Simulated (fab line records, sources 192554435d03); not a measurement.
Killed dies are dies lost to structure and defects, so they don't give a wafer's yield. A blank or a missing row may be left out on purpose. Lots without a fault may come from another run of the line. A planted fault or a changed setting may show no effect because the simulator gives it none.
Chamber matching | flow n5_finfet | N5_FIN_SAQP_ETCH_34 on rie_diel-04: 4 sister chambers
The step etches SiO2 in C4F6/O2, target depth 45 nm, time 15 s. 8 wafers are shown with their chamber, then 7 later ones without.

WAFERS WITH THEIR CHAMBER
wafer  | chamber | drypump_motor_current_A (A) | rf_vpp_V (V)
L074.2 | 0       | 6.2                         | 693
L078.5 | 2       | 5.4                         | 639
L078.6 | 3       | 6.2                         | 672
L083.1 | 1       | 5.4                         | 686
L083.3 | 3       | 6.2                         | 671
L083.5 | 2       | 5.5                         | 640
L087.1 | 0       | 6.2                         | 692
L087.4 | 1       | 5.4                         | 687

WAFERS WITHOUT THEIR CHAMBER
wafer  | drypump_motor_current_A (A) | rf_vpp_V (V)
L087.5 | 5.4                         | 686
L094.1 | 6.2                         | 693
L094.2 | 6.2                         | 672
L094.4 | 5.5                         | 640
L095.1 | 5.5                         | 639
L095.4 | 6.2                         | 691
L095.5 | 6.1                         | 672

WHICH CHAMBER EACH WENT THROUGH
wafer  | from the rows above | in truth
L087.5 | 1                   | 1
L094.1 | 0                   | 0
L094.2 | 3                   | 3
L094.4 | 2                   | 2
L095.1 | 2                   | 2
L095.4 | 0                   | 0
L095.5 | 3                   | 3
Placed correctly: 7 of 7. Can't be placed from these rows: 0. Placed wrongly: 0.
How it was worked out, from the rows above alone: a wafer's distance from a chamber is the root of the sum, over the readings, of the square of ((its reading less the chamber's mean) divided by the reading's scatter). The wafer belongs to the nearest chamber; if the next one is less than 2 further off, it can't be placed. A chamber's mean is the mean of its shown wafers. The scatter: the root of (the sum of the squares of (reading less its chamber's mean) over the shown wafers, divided by (wafers less chambers)).
